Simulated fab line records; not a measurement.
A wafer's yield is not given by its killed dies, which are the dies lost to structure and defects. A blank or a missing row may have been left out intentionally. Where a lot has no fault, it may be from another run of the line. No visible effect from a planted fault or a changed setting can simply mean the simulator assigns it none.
Split-lot experiment :: flow n5-finfet :: 7 lots, 39 wafers read, on a route of 1938 steps

== ABOUT THE SPLIT ==
At N5_DUMMY_GATE_ETCH_31 (etches SiO2 in C4F6/O2, target depth 82.5 nm, time 27.5 s), the setting target-depth-a was moved away from the recipe's 825 angstrom on 15 of the 39 wafers read, by -46.7% to +26.3%. All remaining wafers had this setting at the recipe value.

The reading is taken at the split's own step.

== THE READING ==
SOC_of_DUMMY_GATE_COAT_34.thk-nm (the simulator's own value, which no gauge read), in nm, at N5_DUMMY_GATE_ETCH_31 (etches SiO2 in C4F6/O2, target depth 82.5 nm, time 27.5 s). There is no usual value for it anywhere in the file. Average 51.9 nm, standard deviation 0.27 nm, over the 24 wafers here run with the recipe.

wafer: L076.1
tool, chamber at the split: rie-diel-01, 1
target-depth-a as run, angstrom: 825
against the recipe: recipe
SOC_of_DUMMY_GATE_COAT_34.thk-nm, nm: 51.8
against lot-mates on the recipe: -

wafer: L076.2
tool, chamber at the split: rie-diel-01, 3
target-depth-a as run, angstrom: 825
against the recipe: recipe
SOC_of_DUMMY_GATE_COAT_34.thk-nm, nm: 52.2
against lot-mates on the recipe: -

wafer: L076.3
tool, chamber at the split: rie-diel-01, 2
target-depth-a as run, angstrom: 825
against the recipe: recipe
SOC_of_DUMMY_GATE_COAT_34.thk-nm, nm: 51.6
against lot-mates on the recipe: -

wafer: L076.4
tool, chamber at the split: rie-diel-01, 3
target-depth-a as run, angstrom: 557.4
against the recipe: -32.4%
SOC_of_DUMMY_GATE_COAT_34.thk-nm, nm: 54.4
against lot-mates on the recipe: +2.5

wafer: L076.5
tool, chamber at the split: rie-diel-01, 1
target-depth-a as run, angstrom: 557.4
against the recipe: -32.4%
SOC_of_DUMMY_GATE_COAT_34.thk-nm, nm: 54.2
against lot-mates on the recipe: +2.3

wafer: L076.6
tool, chamber at the split: rie-diel-01, 2
target-depth-a as run, angstrom: 557.4
against the recipe: -32.4%
SOC_of_DUMMY_GATE_COAT_34.thk-nm, nm: 54.4
against lot-mates on the recipe: +2.5

wafer: L077.1
tool, chamber at the split: rie-diel-03, 3
target-depth-a as run, angstrom: 439.6
against the recipe: -46.7%
SOC_of_DUMMY_GATE_COAT_34.thk-nm, nm: 55.8
against lot-mates on the recipe: +3.9

wafer: L077.2
tool, chamber at the split: rie-diel-03, 0
target-depth-a as run, angstrom: 825
against the recipe: recipe
SOC_of_DUMMY_GATE_COAT_34.thk-nm, nm: 52
against lot-mates on the recipe: -

wafer: L077.3
tool, chamber at the split: rie-diel-03, 1
target-depth-a as run, angstrom: 439.6
against the recipe: -46.7%
SOC_of_DUMMY_GATE_COAT_34.thk-nm, nm: 55.8
against lot-mates on the recipe: +3.9

wafer: L077.4
tool, chamber at the split: rie-diel-03, 2
target-depth-a as run, angstrom: 825
against the recipe: recipe
SOC_of_DUMMY_GATE_COAT_34.thk-nm, nm: 51.6
against lot-mates on the recipe: -

wafer: L077.5
tool, chamber at the split: rie-diel-03, 0
target-depth-a as run, angstrom: 439.6
against the recipe: -46.7%
SOC_of_DUMMY_GATE_COAT_34.thk-nm, nm: 56
against lot-mates on the recipe: +4.1

wafer: L077.6
tool, chamber at the split: rie-diel-03, 1
target-depth-a as run, angstrom: 825
against the recipe: recipe
SOC_of_DUMMY_GATE_COAT_34.thk-nm, nm: 52.2
against lot-mates on the recipe: -

wafer: L082.1
tool, chamber at the split: rie-diel-02, 2
target-depth-a as run, angstrom: 580.8
against the recipe: -29.6%
SOC_of_DUMMY_GATE_COAT_34.thk-nm, nm: 54.2
against lot-mates on the recipe: +2.3

wafer: L082.2
tool, chamber at the split: rie-diel-02, 3
target-depth-a as run, angstrom: 825
against the recipe: recipe
SOC_of_DUMMY_GATE_COAT_34.thk-nm, nm: 52
against lot-mates on the recipe: -

wafer: L082.3
tool, chamber at the split: rie-diel-02, 0
target-depth-a as run, angstrom: 580.8
against the recipe: -29.6%
SOC_of_DUMMY_GATE_COAT_34.thk-nm, nm: 54.6
against lot-mates on the recipe: +2.7

wafer: L082.4
tool, chamber at the split: rie-diel-02, 3
target-depth-a as run, angstrom: 825
against the recipe: recipe
SOC_of_DUMMY_GATE_COAT_34.thk-nm, nm: 52
against lot-mates on the recipe: -

wafer: L082.5
tool, chamber at the split: rie-diel-02, 2
target-depth-a as run, angstrom: 825
against the recipe: recipe
SOC_of_DUMMY_GATE_COAT_34.thk-nm, nm: 51.8
against lot-mates on the recipe: -

wafer: L082.6
tool, chamber at the split: rie-diel-02, 0
target-depth-a as run, angstrom: 580.8
against the recipe: -29.6%
SOC_of_DUMMY_GATE_COAT_34.thk-nm, nm: 54.8
against lot-mates on the recipe: +2.9

wafer: L084.1
tool, chamber at the split: rie-diel-01, 1
target-depth-a as run, angstrom: 825
against the recipe: recipe
SOC_of_DUMMY_GATE_COAT_34.thk-nm, nm: 51.6
against lot-mates on the recipe: -

wafer: L084.2
tool, chamber at the split: rie-diel-01, 0
target-depth-a as run, angstrom: 825
against the recipe: recipe
SOC_of_DUMMY_GATE_COAT_34.thk-nm, nm: 51.6
against lot-mates on the recipe: -

wafer: L084.3
tool, chamber at the split: rie-diel-01, 3
target-depth-a as run, angstrom: 1042
against the recipe: +26.3%
SOC_of_DUMMY_GATE_COAT_34.thk-nm, nm: 50
against lot-mates on the recipe: -1.7

wafer: L084.4
tool, chamber at the split: rie-diel-01, 2
target-depth-a as run, angstrom: 825
against the recipe: recipe
SOC_of_DUMMY_GATE_COAT_34.thk-nm, nm: 51.8
against lot-mates on the recipe: -

wafer: L084.5
tool, chamber at the split: rie-diel-01, 0
target-depth-a as run, angstrom: 1042
against the recipe: +26.3%
SOC_of_DUMMY_GATE_COAT_34.thk-nm, nm: 49.2
against lot-mates on the recipe: -2.5

wafer: L084.6
tool, chamber at the split: rie-diel-01, 3
target-depth-a as run, angstrom: 1042
against the recipe: +26.3%
SOC_of_DUMMY_GATE_COAT_34.thk-nm, nm: 50.2
against lot-mates on the recipe: -1.5

wafer: L087.1
tool, chamber at the split: rie-diel-02, 1
target-depth-a as run, angstrom: 614.5
against the recipe: -25.5%
SOC_of_DUMMY_GATE_COAT_34.thk-nm, nm: 53.6
against lot-mates on the recipe: +1.9

wafer: L087.2
tool, chamber at the split: rie-diel-02, 2
target-depth-a as run, angstrom: 614.5
against the recipe: -25.5%
SOC_of_DUMMY_GATE_COAT_34.thk-nm, nm: 53.6
against lot-mates on the recipe: +1.9

wafer: L087.3
tool, chamber at the split: rie-diel-02, 0
target-depth-a as run, angstrom: 825
against the recipe: recipe
SOC_of_DUMMY_GATE_COAT_34.thk-nm, nm: 52
against lot-mates on the recipe: -

wafer: L087.4
tool, chamber at the split: rie-diel-02, 3
target-depth-a as run, angstrom: 614.5
against the recipe: -25.5%
SOC_of_DUMMY_GATE_COAT_34.thk-nm, nm: 53.6
against lot-mates on the recipe: +1.9

wafer: L087.5
tool, chamber at the split: rie-diel-02, 0
target-depth-a as run, angstrom: 825
against the recipe: recipe
SOC_of_DUMMY_GATE_COAT_34.thk-nm, nm: 51.8
against lot-mates on the recipe: -

wafer: L087.6
tool, chamber at the split: rie-diel-02, 1
target-depth-a as run, angstrom: 825
against the recipe: recipe
SOC_of_DUMMY_GATE_COAT_34.thk-nm, nm: 51.4
against lot-mates on the recipe: -

wafer: L088.2
tool, chamber at the split: rie-diel-03, 2
target-depth-a as run, angstrom: 825
against the recipe: recipe
SOC_of_DUMMY_GATE_COAT_34.thk-nm, nm: 51.6
against lot-mates on the recipe: -

wafer: L088.3
tool, chamber at the split: rie-diel-03, 0
target-depth-a as run, angstrom: 825
against the recipe: recipe
SOC_of_DUMMY_GATE_COAT_34.thk-nm, nm: 52.2
against lot-mates on the recipe: -

wafer: L088.6
tool, chamber at the split: rie-diel-03, 0
target-depth-a as run, angstrom: 825
against the recipe: recipe
SOC_of_DUMMY_GATE_COAT_34.thk-nm, nm: 52.2
against lot-mates on the recipe: -

wafer: L097.1
tool, chamber at the split: rie-diel-03, 0
target-depth-a as run, angstrom: 825
against the recipe: recipe
SOC_of_DUMMY_GATE_COAT_34.thk-nm, nm: 52.2
against lot-mates on the recipe: -

wafer: L097.2
tool, chamber at the split: rie-diel-03, 3
target-depth-a as run, angstrom: 825
against the recipe: recipe
SOC_of_DUMMY_GATE_COAT_34.thk-nm, nm: 51.6
against lot-mates on the recipe: -

wafer: L097.3
tool, chamber at the split: rie-diel-03, 1
target-depth-a as run, angstrom: 825
against the recipe: recipe
SOC_of_DUMMY_GATE_COAT_34.thk-nm, nm: 52
against lot-mates on the recipe: -

wafer: L097.4
tool, chamber at the split: rie-diel-03, 0
target-depth-a as run, angstrom: 825
against the recipe: recipe
SOC_of_DUMMY_GATE_COAT_34.thk-nm, nm: 52.2
against lot-mates on the recipe: -

wafer: L097.5
tool, chamber at the split: rie-diel-03, 3
target-depth-a as run, angstrom: 825
against the recipe: recipe
SOC_of_DUMMY_GATE_COAT_34.thk-nm, nm: 51.4
against lot-mates on the recipe: -

wafer: L097.6
tool, chamber at the split: rie-diel-03, 1
target-depth-a as run, angstrom: 825
against the recipe: recipe
SOC_of_DUMMY_GATE_COAT_34.thk-nm, nm: 52.2
against lot-mates on the recipe: -

THE FIT
A straight line over all 39 wafers: SOC_of_DUMMY_GATE_COAT_34.thk-nm changes by -0.0814 nm for each +1% of target-depth-a; r = -0.98; the points scatter about the line by 0.3 nm.
The same after taking each lot's own level away (the mean of its wafers on the recipe; 39 wafers): -0.0796 nm for each +1%; r = -0.98; scatter 0.28 nm.
Per that fit: largest target-depth-a move, reading shift of 3.7 nm.
Across the lots, their own levels run from 51.67 to 52.00 nm, a range of 1.2 times the standard deviation given above.
The two slopes agree, so the slope changes little with the lot-to-lot level.
Check: for one of the wafers moved furthest among these (-46.7%), held out of the fit, the line's prediction against its lot-mates is +3.73 nm. Against them it came out at +3.87 nm.

== THE WHOLE CHAIN: every reading that the file lists as answering this split, in the file's order ==
step: N5_DUMMY_GATE_ETCH_31
what it does: etches SiO2 in C4F6/O2, target depth 82.5 nm, time 27.5 s
reading: etch.depth-nm (the simulator's own value, which no gauge read)
change (the file's fit): +0.795 nm for each +1% of the setting
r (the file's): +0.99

step: N5_DUMMY_GATE_ETCH_31
what it does: etches SiO2 in C4F6/O2, target depth 82.5 nm, time 27.5 s
reading: SOC_of_DUMMY_GATE_COAT_34.thk-nm (the simulator's own value, which no gauge read)
change (the file's fit): -0.0802 nm for each +1% of the setting
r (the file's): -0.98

step: N5_DUMMY_GATE_ETCH_44
what it does: etches poly-Si in HBr/O2, stops on SiO2, target depth 127.5 nm
reading: oes-product-au
change (the file's fit): not straight: 0.374 at the lowest setting, 0.730 at the recipe, 0.728 at the highest
r (the file's): not given

== THE FILE'S OWN FIT ==
SOC_of_DUMMY_GATE_COAT_34.thk-nm changes by -0.0802 nm for each +1% of target-depth-a, r = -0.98.
